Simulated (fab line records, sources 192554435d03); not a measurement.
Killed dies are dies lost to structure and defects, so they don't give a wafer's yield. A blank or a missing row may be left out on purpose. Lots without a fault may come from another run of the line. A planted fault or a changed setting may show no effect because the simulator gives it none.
Chamber matching | flow n5_finfet | N5_BEOL_M5_ETCH_62 on rie_diel-03: 4 sister chambers
The step etches SOC in N2/H2, target depth 75 nm, overetch 15 nm, time 112.5 s. 4 wafers are shown with their chamber, then 11 later ones without.

WAFERS WITH THEIR CHAMBER
wafer  | chamber | drypump_motor_current_A (A)
L082.5 | 0       | 5.3
L086.5 | 3       | 6.6
L086.6 | 2       | 5.7
L092.3 | 1       | 4.8

WAFERS WITHOUT THEIR CHAMBER
wafer  | drypump_motor_current_A (A)
L092.4 | 6.7
L092.5 | 5.3
L095.1 | 5.7
L095.4 | 4.8
L095.5 | 4.8
L094.1 | 4.8
L094.2 | 5.7
L094.4 | 5.3
L097.1 | 5.3
L097.2 | 4.8
L097.6 | 5.4

WHICH CHAMBER EACH WENT THROUGH
wafer  | from the rows above | in truth
L092.4 | 3                   | 3
L092.5 | 0                   | 0
L095.1 | 2                   | 2
L095.4 | 1                   | 1
L095.5 | 1                   | 1
L094.1 | 1                   | 1
L094.2 | 2                   | 2
L094.4 | 0                   | 0
L097.1 | 0                   | 0
L097.2 | 1                   | 1
L097.6 | 0                   | 0
Placed correctly: 11 of 11. Can't be placed from these rows: 0. Placed wrongly: 0.
How it was worked out, from the rows above alone: a wafer's distance from a chamber is the root of the sum, over the readings, of the square of ((its reading less the chamber's mean) divided by the reading's scatter). The wafer belongs to the nearest chamber; if the next one is less than 2 further off, it can't be placed. A chamber's mean is the mean of its shown wafers. The scatter: with one shown wafer a chamber, the root of the mean of the squares of how far each hidden wafer lies from its nearest shown one.
